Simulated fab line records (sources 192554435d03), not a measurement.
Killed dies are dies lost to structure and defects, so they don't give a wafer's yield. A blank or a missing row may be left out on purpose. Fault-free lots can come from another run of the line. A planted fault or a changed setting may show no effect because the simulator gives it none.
Which of the tools did it?    flow n5Finfet    at 1 step of a route of 1938, 24 lots with 72 wafers sampled

== WHAT THE GAUGES READ, wafer by wafer ==
N5_BEOL_M5_CD_MEAS_11: the cd target is 27.74 nm.
lot   measured      on        cdNm (nm)
L074  day 7 23:04   cdSem-03  28.0 27.7 28.1
L075  day 8 08:25   cdSem-02  28.5 28.5 28.1
L076  day 8 08:35   cdSem-02  28.2 28.1 28.5
L077  day 8 17:38   cdSem-02  28.4 28.7 28.1
L078  day 8 20:53   cdSem-02  28.1 28.4 27.8
L079  day 9 02:54   cdSem-01  28.0 28.0 27.7
L080  day 9 09:22   cdSem-03  28.2 28.3 28.3
L082  day 9 12:06   cdSem-02  28.0 27.9 27.9
L081  day 9 17:43   cdSem-03  28.0 27.7 27.5
L083  day 9 19:07   cdSem-03  28.0 28.4 28.4
L084  day 10 01:04  cdSem-03  28.9 28.0 28.3
L088  day 12 23:23  cdSem-01  27.8 27.7 27.8
L095  day 13 02:28  cdSem-03  27.9 28.1 28.9
L094  day 13 06:49  cdSem-03  28.3 28.4 28.3
L090  day 13 10:50  cdSem-01  28.6 28.0 28.5
L085  day 13 11:01  cdSem-02  27.8 27.7 27.6
L089  day 13 19:31  cdSem-01  27.6 27.8 28.0
L092  day 13 22:14  cdSem-03  28.3 28.2 28.0
L091  day 14 04:17  cdSem-01  27.8 28.1 28.7
L087  day 14 10:05  cdSem-02  27.6 28.3 28.1
L093  day 14 12:53  cdSem-03  27.9 28.1 27.6
L096  day 14 14:38  cdSem-01  28.3 27.9 28.1
L086  day 14 17:42  cdSem-02  28.2 28.4 28.0
L097  day 15 07:35  cdSem-03  28.4 28.6 28.2

== TOOL THAT RAN EACH LOT (tool first, then ch and the chambers of the sampled wafers, then the start) ==
There is no process step in the record ahead of these readings.

== AS READ BY THE TOOLS THEMSELVES (means over the sampled wafers that have a number; for cases with no such wafer, the mark the record gives instead) ==
The record holds no such reading with a usual standard deviation.

== THE ANSWER, worked out from the rows above alone ==
Rule: what is usual is taken from the lots themselves. The widest of any qualifying gaps counts: lots, ordered by their means at a reading, are off when they make up no more than a third of the lots, leave a main group of 4 or more, and stand apart from it by 3 or more times the standard deviation of that group's means. The tables above print the reading to a certain number of digits; a main group whose means all agree to those digits is not used. A lot without any number at a reading at which 4 lots or more have one is off too. Any other lot the step has rows for is counted as sound. Order of review: gauges by route order, followed by the tools' own readings, for which a lot's mean as printed above is used. At the first step where some lot is off, the reading lying furthest off is the one used; lots without a number count as furthest.
No lot is off at any reading shown: from this, nothing can be told.

== WHAT THE SIMULATOR PUT IN ==
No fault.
